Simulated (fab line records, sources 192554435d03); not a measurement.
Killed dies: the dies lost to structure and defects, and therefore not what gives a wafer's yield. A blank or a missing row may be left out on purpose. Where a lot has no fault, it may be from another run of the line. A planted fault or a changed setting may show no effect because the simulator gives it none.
Split-lot study :: flow n5_finfet :: 7 lots, 21 wafers read, on a route of 1938 steps

## THE SPLIT
At N5_BEOL_M6_COAT_22 (resist thk 30 nm), the setting spin_rpm was moved away from the recipe's 1500 rpm on 7 of the 21 wafers read, by -6.1% to +6.4%. For the rest of the wafers, this setting stayed at what the recipe calls for.

## FROM THE SPLIT TO THE READING: what the file shows between them, 4 steps
- N5_BEOL_M6_EBR_24
- N5_BEOL_M6_SOFTBAKE_23: time 60 s
- N5_BEOL_M6_EXPOSE_25: exposes mask V5, target cd 40 nm
- N5_BEOL_M6_PEB_26: peb time 60 s

## THE READING
CAR-EUV_of_BEOL_M6_COAT_22.thk_nm (the simulator's own value, which no gauge read), in nm, at N5_BEOL_M6_DEVELOP_27 (develop time 30 s). The file does not state a usual value for it. Average 29.5 nm, standard deviation 0.15 nm, over the 14 wafers here run with the recipe.

wafer: L086.1
tool, chamber at the split: litho_track-01, 0
spin_rpm as run, rpm: 1596
against the recipe: +6.4%
CAR-EUV_of_BEOL_M6_COAT_22.thk_nm, nm: 28.6
against lot-mates on the recipe: -0.8

wafer: L086.3
tool, chamber at the split: litho_track-01, 0
spin_rpm as run, rpm: 1596
against the recipe: +6.4%
CAR-EUV_of_BEOL_M6_COAT_22.thk_nm, nm: 28.6
against lot-mates on the recipe: -0.8

wafer: L086.2
tool, chamber at the split: litho_track-01, 0
spin_rpm as run, rpm: 1500
against the recipe: recipe
CAR-EUV_of_BEOL_M6_COAT_22.thk_nm, nm: 29.4
against lot-mates on the recipe: -

wafer: L088.1
tool, chamber at the split: litho_track-01, 0
spin_rpm as run, rpm: 1500
against the recipe: recipe
CAR-EUV_of_BEOL_M6_COAT_22.thk_nm, nm: 29.6
against lot-mates on the recipe: -

wafer: L088.2
tool, chamber at the split: litho_track-01, 0
spin_rpm as run, rpm: 1409
against the recipe: -6.1%
CAR-EUV_of_BEOL_M6_COAT_22.thk_nm, nm: 30.6
against lot-mates on the recipe: +1.0

wafer: L088.3
tool, chamber at the split: litho_track-01, 0
spin_rpm as run, rpm: 1409
against the recipe: -6.1%
CAR-EUV_of_BEOL_M6_COAT_22.thk_nm, nm: 30.4
against lot-mates on the recipe: +0.8

wafer: L089.2
tool, chamber at the split: litho_track-01, 0
spin_rpm as run, rpm: 1451
against the recipe: -3.3%
CAR-EUV_of_BEOL_M6_COAT_22.thk_nm, nm: 30
against lot-mates on the recipe: +0.4

wafer: L089.5
tool, chamber at the split: litho_track-01, 0
spin_rpm as run, rpm: 1451
against the recipe: -3.3%
CAR-EUV_of_BEOL_M6_COAT_22.thk_nm, nm: 30
against lot-mates on the recipe: +0.4

wafer: L089.4
tool, chamber at the split: litho_track-01, 0
spin_rpm as run, rpm: 1500
against the recipe: recipe
CAR-EUV_of_BEOL_M6_COAT_22.thk_nm, nm: 29.6
against lot-mates on the recipe: -

wafer: L090.1
tool, chamber at the split: litho_track-05, 0
spin_rpm as run, rpm: 1500
against the recipe: recipe
CAR-EUV_of_BEOL_M6_COAT_22.thk_nm, nm: 29.6
against lot-mates on the recipe: -

wafer: L090.3
tool, chamber at the split: litho_track-05, 0
spin_rpm as run, rpm: 1500
against the recipe: recipe
CAR-EUV_of_BEOL_M6_COAT_22.thk_nm, nm: 29.6
against lot-mates on the recipe: -

wafer: L090.5
tool, chamber at the split: litho_track-05, 0
spin_rpm as run, rpm: 1500
against the recipe: recipe
CAR-EUV_of_BEOL_M6_COAT_22.thk_nm, nm: 29.8
against lot-mates on the recipe: -

wafer: L092.1
tool, chamber at the split: litho_track-01, 0
spin_rpm as run, rpm: 1500
against the recipe: recipe
CAR-EUV_of_BEOL_M6_COAT_22.thk_nm, nm: 29.4
against lot-mates on the recipe: -

wafer: L092.2
tool, chamber at the split: litho_track-01, 0
spin_rpm as run, rpm: 1500
against the recipe: recipe
CAR-EUV_of_BEOL_M6_COAT_22.thk_nm, nm: 29.4
against lot-mates on the recipe: -

wafer: L092.5
tool, chamber at the split: litho_track-01, 0
spin_rpm as run, rpm: 1500
against the recipe: recipe
CAR-EUV_of_BEOL_M6_COAT_22.thk_nm, nm: 29.2
against lot-mates on the recipe: -

wafer: L093.2
tool, chamber at the split: litho_track-05, 0
spin_rpm as run, rpm: 1500
against the recipe: recipe
CAR-EUV_of_BEOL_M6_COAT_22.thk_nm, nm: 29.6
against lot-mates on the recipe: -

wafer: L093.5
tool, chamber at the split: litho_track-05, 0
spin_rpm as run, rpm: 1500
against the recipe: recipe
CAR-EUV_of_BEOL_M6_COAT_22.thk_nm, nm: 29.6
against lot-mates on the recipe: -

wafer: L093.4
tool, chamber at the split: litho_track-05, 0
spin_rpm as run, rpm: 1500
against the recipe: recipe
CAR-EUV_of_BEOL_M6_COAT_22.thk_nm, nm: 29.4
against lot-mates on the recipe: -

wafer: L097.1
tool, chamber at the split: litho_track-01, 0
spin_rpm as run, rpm: 1500
against the recipe: recipe
CAR-EUV_of_BEOL_M6_COAT_22.thk_nm, nm: 29.6
against lot-mates on the recipe: -

wafer: L097.3
tool, chamber at the split: litho_track-01, 0
spin_rpm as run, rpm: 1500
against the recipe: recipe
CAR-EUV_of_BEOL_M6_COAT_22.thk_nm, nm: 29.4
against lot-mates on the recipe: -

wafer: L097.4
tool, chamber at the split: litho_track-01, 0
spin_rpm as run, rpm: 1424
against the recipe: -5.1%
CAR-EUV_of_BEOL_M6_COAT_22.thk_nm, nm: 30.2
against lot-mates on the recipe: +0.7

THE FIT
A straight line over all 21 wafers: CAR-EUV_of_BEOL_M6_COAT_22.thk_nm changes by -0.149 nm for each +1% of spin_rpm; r = -0.96; the points scatter about the line by 0.13 nm.
The same after taking each lot's own level away (the mean of its wafers on the recipe; 21 wafers): -0.134 nm for each +1%; r = -0.98; scatter 0.087 nm.
Per that fit: largest spin_rpm move, reading shift of 0.86 nm.
Measured against the standard deviation above, the lots' own levels, which go from 29.33 to 29.67 nm, span 2.3 times it.
So the lot-to-lot level changes the slope: the two fits differ.
Check: for one of the wafers moved furthest among these (+6.4%), held out of the fit, the line's prediction against its lot-mates is -0.868 nm. Against them it came out at -0.8 nm.

## OTHER SPLITS APPLIED TO THESE WAFERS
Before the reading, these wafers also passed through other splits. Each is held against what the fit with the lots' levels taken away leaves over:
other split on the same wafers: N5_BEOL_M3_COAT_05 spin_rpm
wafers away from the commonest value: 11
r with CAR-EUV_of_BEOL_M6_COAT_22.thk_nm (lot level and that fit taken away): +0.15

other split on the same wafers: N5_BEOL_M5_COAT_65 spin_rpm
wafers away from the commonest value: 10
r with CAR-EUV_of_BEOL_M6_COAT_22.thk_nm (lot level and that fit taken away): -0.38

other split on the same wafers: N5_BEOL_M5_COAT_22 spin_rpm
wafers away from the commonest value: 8
r with CAR-EUV_of_BEOL_M6_COAT_22.thk_nm (lot level and that fit taken away): +0.13

other split on the same wafers: N5_BEOL_M6_ETCH_62 time_s
wafers away from the commonest value: 6
r with CAR-EUV_of_BEOL_M6_COAT_22.thk_nm (lot level and that fit taken away): -0.08

## THE WHOLE CHAIN: every reading that the file lists as answering this split, in the file's order
step: N5_BEOL_M6_COAT_22
what it does: resist thk 30 nm
reading: CAR-EUV_of_BEOL_M6_COAT_22.thk_nm (the simulator's own value, which no gauge read)
change (the file's fit): -0.156 nm for each +1% of the setting
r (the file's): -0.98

step: N5_BEOL_M6_DEVELOP_27
what it does: develop time 30 s
reading: CAR-EUV_of_BEOL_M6_COAT_22.thk_nm (the simulator's own value, which no gauge read)
change (the file's fit): -0.135 nm for each +1% of the setting
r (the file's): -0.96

## FILE'S OWN FIT
CAR-EUV_of_BEOL_M6_COAT_22.thk_nm changes by -0.135 nm for each +1% of spin_rpm, r = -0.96.
